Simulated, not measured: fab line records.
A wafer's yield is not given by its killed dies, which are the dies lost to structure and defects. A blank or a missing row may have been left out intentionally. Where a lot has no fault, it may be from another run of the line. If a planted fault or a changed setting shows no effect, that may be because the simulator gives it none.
Matching of chambers | flow nand_harc | pecvd-01 running NHARC_P_GATE_DEP_103: 3 sister chambers
The step deposits SiON, target thk 30 nm. 6 wafers are shown with their chamber, then 9 later ones without.

== WAFERS, EACH WITH ITS CHAMBER ==
wafer  | chamber | heater_power_w (W)
L081.4 | 2       | 533
L081.6 | 1       | 690
L086.1 | 2       | 514
L091.2 | 0       | 744
L091.4 | 0       | 725
L091.6 | 1       | 798

== WAFERS WHOSE CHAMBER IS MISSING ==
wafer  | heater_power_w (W)
L090.2 | 809
L090.4 | 811
L090.5 | 579
L092.2 | 727
L092.4 | 597
L092.6 | 793
L094.2 | 782
L094.5 | 749
L094.6 | 715

== CHAMBER TAKEN BY EACH ==
wafer  | from the rows above          | in truth
L090.2 | can't be placed: 1 or 0      | 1
L090.4 | can't be placed: 1 or 0      | 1
L090.5 | 2                            | 2
L092.2 | can't be placed: 0 or 1      | 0
L092.4 | can't be placed: 2 or 0 or 1 | 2
L092.6 | can't be placed: 1 or 0      | 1
L094.2 | can't be placed: 1 or 0      | 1
L094.5 | can't be placed: 1 or 0      | 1
L094.6 | can't be placed: 0 or 1      | 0
Correctly placed: 1 of 9. Cannot be placed on the basis of these rows: 8; the candidates contain the true chamber in 8. 0 placed wrongly.
How it was worked out, from the rows above alone: a wafer's distance from a chamber is the root of the sum, over the readings, of the square of ((its reading less the chamber's mean) divided by the reading's scatter). The wafer belongs to the nearest chamber; if the next one is less than 2 further off, it can't be placed. The mean given for a chamber averages the wafers shown for that chamber. How the scatter is found: for the shown wafers, subtract from each reading the mean of its chamber, square and add these, divide the total by (wafers less chambers), then take the root.
